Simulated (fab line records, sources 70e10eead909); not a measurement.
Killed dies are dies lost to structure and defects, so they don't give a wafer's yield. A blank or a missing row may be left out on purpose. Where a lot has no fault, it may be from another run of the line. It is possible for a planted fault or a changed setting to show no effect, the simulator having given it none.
Which tool did it?    flow nandHarc    10 lots with 30 wafers sampled at 6 steps, on a route of 1159 steps

## WHAT THE GAUGES READ, wafer by wafer
NHARC_P_M1_THK_MEAS_24: measures by xrf.
lot   measured      on            thkNm (nm)
L569  day 6 05:04   filmMetro-02  155.0 158.3 157.6
L571  day 7 03:17   filmMetro-02  162.2 157.2 156.2
L573  day 7 04:31   filmMetro-01  158.0 156.6 157.5
L574  day 7 10:40   filmMetro-02  156.9 154.5 155.3
L579  day 8 12:51   filmMetro-02  156.6 156.4 156.3
L580  day 8 20:10   filmMetro-01  157.1 159.8 158.8
L582  day 9 11:15   filmMetro-02  30.4 29.5 30.0
L581  day 9 11:38   filmMetro-02  31.0 32.8 29.7
L589  day 11 06:13  filmMetro-02  157.9 158.7 159.3
L592  day 12 00:07  filmMetro-01  158.0 156.1 156.4

## WHICH TOOL RAN EACH LOT (tool, then ch and the chambers of the sampled wafers, then the start)
lot   NHARC_P_M1_ETCH_35                 NHARC_P_M1_PRE_CLEAN_30                 NHARC_P_M1_PVD_20                       NHARC_P_M1_ECD_22              NHARC_P_M1_CMP_23
L569  rieDiel-09 ch 0,3, day 6 02:40     pvdSputter-01, day 6 04:11 or earlier   pvdSputter-01, day 6 04:11 or earlier   ecdCu-01 ch 0,1, day 6 04:11   cmp-01 ch 0,3, day 6 04:47
L571  rieDiel-09 ch 2,3, day 7 00:54     pvdSputter-03, day 7 02:19 or earlier   pvdSputter-03, day 7 02:19 or earlier   ecdCu-01 ch 0,1, day 7 02:19   cmp-01 ch 0,1,3, day 7 03:02
L573  rieDiel-13 ch 0,1,2, day 7 02:10   pvdSputter-01, day 7 03:37 or earlier   pvdSputter-01, day 7 03:37 or earlier   ecdCu-02 ch 0,1, day 7 03:37   cmp-04 ch 0,1,2, day 7 04:17
L574  rieDiel-01 ch 1,2,3, day 7 08:18   pvdSputter-01, day 7 09:37 or earlier   pvdSputter-01, day 7 09:37 or earlier   ecdCu-01 ch 0,1, day 7 09:37   cmp-02 ch 0,2, day 7 10:21
L579  rieDiel-13 ch 0,1,2, day 8 10:30   pvdSputter-02, day 8 11:49 or earlier   pvdSputter-02, day 8 11:49 or earlier   ecdCu-01 ch 0,1, day 8 11:49   cmp-04 ch 0,1,2, day 8 12:32
L580  rieDiel-01 ch 0,2, day 8 17:12     pvdSputter-01, day 8 19:10 or earlier   pvdSputter-01, day 8 19:10 or earlier   ecdCu-01 ch 0,1, day 8 19:10   cmp-02 ch 0,1,3, day 8 19:50
L582  rieDiel-09 ch 1,2, day 9 08:55     pvdSputter-01, day 9 10:16 or earlier   pvdSputter-01, day 9 10:16 or earlier   ecdCu-02 ch 0,1, day 9 10:16   cmp-02 ch 0,1,2, day 9 10:59
L581  rieDiel-01 ch 0,1,2, day 9 09:19   pvdSputter-03, day 9 10:36 or earlier   pvdSputter-03, day 9 10:36 or earlier   ecdCu-01 ch 0,1, day 9 10:36   cmp-01 ch 0,3, day 9 11:21
L589  rieDiel-13 ch 0,2,3, day 11 03:52  pvdSputter-03, day 11 05:11 or earlier  pvdSputter-03, day 11 05:11 or earlier  ecdCu-01 ch 0,1, day 11 05:11  cmp-04 ch 0,1,2, day 11 05:54
L592  rieDiel-13 ch 1,2,3, day 11 21:47  pvdSputter-01, day 11 23:05 or earlier  pvdSputter-01, day 11 23:05 or earlier  ecdCu-01 ch 0,1, day 11 23:05  cmp-04 ch 0,1,2, day 11 23:48
- NHARC_P_M1_ETCH_35: etches the open film in N2/H2, target depth 40 nm, overetch 12 nm, time 43.94 s.
- NHARC_P_M1_PRE_CLEAN_30: time 30 s.
- NHARC_P_M1_PVD_20: deposits TaN, target thk 5 nm, time 8.06 s.
- NHARC_P_M1_ECD_22: material Cu, target thk 400 nm.
- NHARC_P_M1_CMP_23: polishes, t overpolish 20 s, target thk 157.82 nm.

## THE ANSWER, worked out from the rows above alone
Rule: what is usual is taken from the lots themselves. The widest of any qualifying gaps counts: lots, ordered by their means at a reading, are off when they make up no more than a third of the lots, leave a main group of 4 or more, and stand apart from it by 3 or more times the standard deviation of that group's means. Not used: any main group whose means are identical at the precision the tables above print for the reading. Also off: a lot with no number at a reading for which 4 or more lots have one. The other lots that the step has rows for count as sound.
Off, at NHARC_P_M1_THK_MEAS_24 on thkNm: L582, L581. Mean 157.4 nm and standard deviation 1.1 in the main group.
If a tool, at a process step before that reading, ran all the lots that are off and no sound lot after the first of them, it fits. Those tools and the gauges at NHARC_P_M1_THK_MEAS_24 are tried in the same way. NHARC_P_M1_PRE_CLEAN_30: start missing for some lots; hours and lot order therefore follow NHARC_P_M1_ECD_22. NHARC_P_M1_PVD_20: start missing for some lots; hours and lot order therefore follow NHARC_P_M1_ECD_22. No candidate that was tried fits.

## WHAT THE SIMULATOR PUT IN
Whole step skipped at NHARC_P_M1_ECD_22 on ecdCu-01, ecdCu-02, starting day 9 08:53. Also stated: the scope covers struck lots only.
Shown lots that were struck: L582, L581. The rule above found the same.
